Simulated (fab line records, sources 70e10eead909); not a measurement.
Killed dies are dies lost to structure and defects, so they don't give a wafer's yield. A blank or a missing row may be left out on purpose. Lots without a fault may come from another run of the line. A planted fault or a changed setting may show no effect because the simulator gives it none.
Which tool did it? | flow nand_harc | 14 lots, 41 wafers sampled, at 5 steps of a route of 1159

WHAT THE GAUGES READ, wafer by wafer
NHARC_END_SORT_01. Usual: killed_at_array 26, standard deviation 11; killed_at_other 0.4, standard deviation 0.78; killed_at_periphery 3.4, standard deviation 2.4; killed_dies 29, standard deviation 11; killed_open 3.1, standard deviation 1.9; killed_short 1.9, standard deviation 1.4.
lot  | measured     | on        | killed_at_array | killed_at_other | killed_at_periphery | killed_dies | killed_open | killed_short | flag
L929 | day 23 10:12 | prober-01 | 37 16 668       | 0 1 0           | 0 7 1               | 37 24 669   | 4 3 3       | 2 1 3        | OFF
L928 | day 24 01:52 | prober-01 | 32 664 22       | 0 0 0           | 4 2 6               | 36 666 28   | 8 3 7       | 2 1 2        | OFF

WHICH TOOL RAN EACH LOT (tool, then ch and the chambers of the sampled wafers, then the start)
lot  | NHARC_A_STAIRCASE_ETCH_253         | NHARC_A_STAIRCASE_STRIP_254          | NHARC_A_STAIRCASE_HM_DEP_456  | NHARC_A_STAIRCASE_ALD_415
L918 | rie_diel-13 ch 2,3, day 11 08:14   | plasma_asher-01 ch 0,1, day 11 08:22 | acl_dep-03 ch 0, day 11 09:08 | ald_hk-04 ch 2,3, day 11 20:30
L919 | rie_diel-13 ch 0,1,2, day 11 08:35 | plasma_asher-01 ch 0,1, day 11 08:40 | acl_dep-01 ch 0, day 11 09:47 | ald_hk-02 ch 1,2,3, day 11 21:56
L920 | rie_diel-13 ch 0,1,2, day 11 19:29 | plasma_asher-02 ch 0,1, day 11 19:34 | acl_dep-01 ch 0, day 11 20:23 | ald_hk-04 ch 0,2, day 12 06:51
L921 | rie_diel-01 ch 0,2,3, day 11 20:02 | plasma_asher-02 ch 0,1, day 11 20:07 | acl_dep-02 ch 0, day 11 20:56 | ald_hk-02 ch 0,1,2, day 12 07:52
L922 | rie_diel-06 ch 0,2,3, day 12 09:39 | plasma_asher-02 ch 0, day 12 09:44   | acl_dep-01 ch 0, day 12 10:32 | ald_hk-04 ch 0,1,3, day 13 00:43
L923 | rie_diel-06 ch 0,1,3, day 12 10:09 | plasma_asher-01 ch 0,1, day 12 10:17 | acl_dep-02 ch 0, day 12 11:03 | ald_hk-02 ch 1,2, day 12 20:52
L925 | rie_diel-01 ch 0,1,2, day 13 01:29 | plasma_asher-02 ch 0,1, day 13 01:35 | acl_dep-02 ch 0, day 13 03:41 | ald_hk-02 ch 0,2,3, day 13 16:04
L927 | rie_diel-01 ch 3, day 13 16:59     | plasma_asher-01 ch 1, day 13 17:08   | acl_dep-02 ch 0, day 13 23:06 | ald_hk-04 ch 2,3, day 14 12:34
L929 | rie_diel-06 ch 1,2,3, day 14 03:05 | plasma_asher-02 ch 0,1, day 14 03:16 | acl_dep-01 ch 0, day 14 06:49 | ald_hk-04 ch 0,1,3, day 14 17:32
L928 | rie_diel-13 ch 0,1,3, day 14 04:16 | plasma_asher-01 ch 0,1, day 14 04:29 | acl_dep-02 ch 0, day 14 08:30 | ald_hk-04 ch 1,2,3, day 14 20:20
L935 | rie_diel-06 ch 0,1,2, day 15 11:48 | plasma_asher-01 ch 0,1, day 15 11:53 | acl_dep-02 ch 0, day 15 12:42 | ald_hk-01 ch 0,2,3, day 16 01:46
L939 | rie_diel-01 ch 0,2, day 16 11:52   | plasma_asher-02 ch 0,1, day 16 12:00 | acl_dep-01 ch 0, day 16 14:46 | ald_hk-02 ch 0,3, day 17 02:13
L940 | rie_diel-13 ch 0,3, day 16 19:53   | plasma_asher-02 ch 0,1, day 16 19:58 | acl_dep-01 ch 0, day 16 23:24 | ald_hk-02 ch 1,3, day 17 09:17
L941 | rie_diel-13 ch 0,2, day 17 09:29   | plasma_asher-02 ch 0, day 17 09:37   | acl_dep-03 ch 0, day 17 11:10 | ald_hk-02 ch 0,1,3, day 17 21:14
- NHARC_A_STAIRCASE_ETCH_253: etches the open film in C4F8/O2, target depth 50 nm, time 20.2 s.
- NHARC_A_STAIRCASE_STRIP_254: strips in O2.
- NHARC_A_STAIRCASE_HM_DEP_456: deposits aC, target thk 1500 nm.
- NHARC_A_STAIRCASE_ALD_415: deposits SiO2, target thk 30 nm, pulse time 6 s, ald cycles 300.

WHAT THE TOOLS THEMSELVES READ (means of the sampled wafers that have a number; where no wafer has one, the mark that the record gives instead)
NHARC_A_STAIRCASE_ETCH_253. Usual: oes_product_au 0.947 a.u., standard deviation 0.02; rf_vpp_V 894 V, standard deviation 6.1.
lot  | tool        | oes_product_au (a.u.) | rf_vpp_V (V) | flag
L918 | rie_diel-13 | 0.948                 | 888          |
L919 | rie_diel-13 | 0.950                 | 892          |
L920 | rie_diel-13 | 0.962                 | 892          |
L921 | rie_diel-01 | 0.968                 | 893          |
L922 | rie_diel-06 | 0.945                 | 895          |
L923 | rie_diel-06 | 0.949                 | 896          |
L925 | rie_diel-01 | 0.963                 | 890          |
L927 | rie_diel-01 | 0.971                 | 896          |
L929 | rie_diel-06 | 0.968                 | 896          |
L928 | rie_diel-13 | 0.920                 | 891          |
L935 | rie_diel-06 | 0.917                 | 899          |
L939 | rie_diel-01 | 0.961                 | 891          |
L940 | rie_diel-13 | 0.941                 | 894          |
L941 | rie_diel-13 | 0.977                 | 902          |

NHARC_A_STAIRCASE_STRIP_254. Usual: drypump_motor_current_A 5.44 A, standard deviation 0.28; heater_power_w 332 W, standard deviation 33; temp_c 249.96 C, standard deviation 0.2.
lot  | tool            | drypump_motor_current_A (A) | heater_power_w (W) | temp_c (C) | flag
L918 | plasma_asher-01 | 5.12                        | 370                | 249.90     |
L919 | plasma_asher-01 | 5.11                        | 385                | 250.29     |
L920 | plasma_asher-02 | 5.63                        | 306                | 250.03     |
L921 | plasma_asher-02 | 5.65                        | 303                | 249.99     |
L922 | plasma_asher-02 | 5.60                        | 294                | 249.85     |
L923 | plasma_asher-01 | 5.12                        | 380                | 249.76     |
L925 | plasma_asher-02 | 5.65                        | 306                | 250.06     |
L927 | plasma_asher-01 | 5.13                        | 368                | 250.13     |
L929 | plasma_asher-02 | 5.64                        | 306                | 249.97     |
L928 | plasma_asher-01 | 5.12                        | 359                | 250.02     |
L935 | plasma_asher-01 | 5.10                        | 362                | 249.79     |
L939 | plasma_asher-02 | 5.66                        | 305                | 249.89     |
L940 | plasma_asher-02 | 5.64                        | 305                | 250.28     |
L941 | plasma_asher-02 | 5.57                        | 297                | 249.95     |

NHARC_A_STAIRCASE_HM_DEP_456. Usual: throttle_valve_pct 35.001 %, standard deviation 0.0091.
lot  | tool       | throttle_valve_pct (%) | flag
L918 | acl_dep-03 | 34.997                 |
L919 | acl_dep-01 | 34.999                 |
L920 | acl_dep-01 | 35.002                 |
L921 | acl_dep-02 | 35.001                 |
L922 | acl_dep-01 | 35.010                 |
L923 | acl_dep-02 | 35.002                 |
L925 | acl_dep-02 | 35.008                 |
L927 | acl_dep-02 | 34.996                 |
L929 | acl_dep-01 | 35.001                 |
L928 | acl_dep-02 | 34.997                 |
L935 | acl_dep-02 | 34.995                 |
L939 | acl_dep-01 | 35.007                 |
L940 | acl_dep-01 | 35.010                 |
L941 | acl_dep-03 | 34.998                 |

NHARC_A_STAIRCASE_ALD_415. Usual: heater_power_w 456 W, standard deviation 28; precursor_pulse_height_rel 1.000, standard deviation 0.02.
lot  | tool      | heater_power_w (W) | precursor_pulse_height_rel | flag
L918 | ald_hk-04 | 440                | 1.008                      |
L919 | ald_hk-02 | 463                | 1.003                      |
L920 | ald_hk-04 | 458                | 1.006                      |
L921 | ald_hk-02 | 461                | 0.996                      |
L922 | ald_hk-04 | 455                | 1.003                      |
L923 | ald_hk-02 | 442                | 1.022                      |
L925 | ald_hk-02 | 481                | 1.000                      |
L927 | ald_hk-04 | 438                | 1.016                      |
L929 | ald_hk-04 | 460                | 1.004                      |
L928 | ald_hk-04 | 437                | 1.004                      |
L935 | ald_hk-01 | 458                | 1.001                      |
L939 | ald_hk-02 | 503                | 0.993                      |
L940 | ald_hk-02 | 462                | 0.993                      |
L941 | ald_hk-02 | 477                | 0.978                      |

THE ANSWER, worked out from the rows above alone
Rule: a lot is off if the mean of its wafers that have a number lies more than 3 standard deviations from the usual mean. A lot without any number at a reading at which 4 lots or more have one is off too. The other lots that the step has rows for count as sound. The gauges are gone through in route order, then the tools' own readings, and for those a lot's mean is taken as printed above. The first step at which some lot is off is used, and at that step the reading that is off furthest; a lot without a number counts as furthest.
Off: L929, L928, at NHARC_END_SORT_01 (killed_at_array). Neither off nor sound, because the step has no rows for them: L918, L919, L920, L921, L922, L923, L925, L927, L935, L939, L940, L941.
A tool fits if, at a process step before that reading, it ran every lot that is off, and no sound lot after the first of them. The gauges at NHARC_END_SORT_01 are tried like those tools. Can't be told from this: 2 tools fit, ald_hk-04 at NHARC_A_STAIRCASE_ALD_415, prober-01 at NHARC_END_SORT_01.

WHAT THE SIMULATOR HAD PUT IN
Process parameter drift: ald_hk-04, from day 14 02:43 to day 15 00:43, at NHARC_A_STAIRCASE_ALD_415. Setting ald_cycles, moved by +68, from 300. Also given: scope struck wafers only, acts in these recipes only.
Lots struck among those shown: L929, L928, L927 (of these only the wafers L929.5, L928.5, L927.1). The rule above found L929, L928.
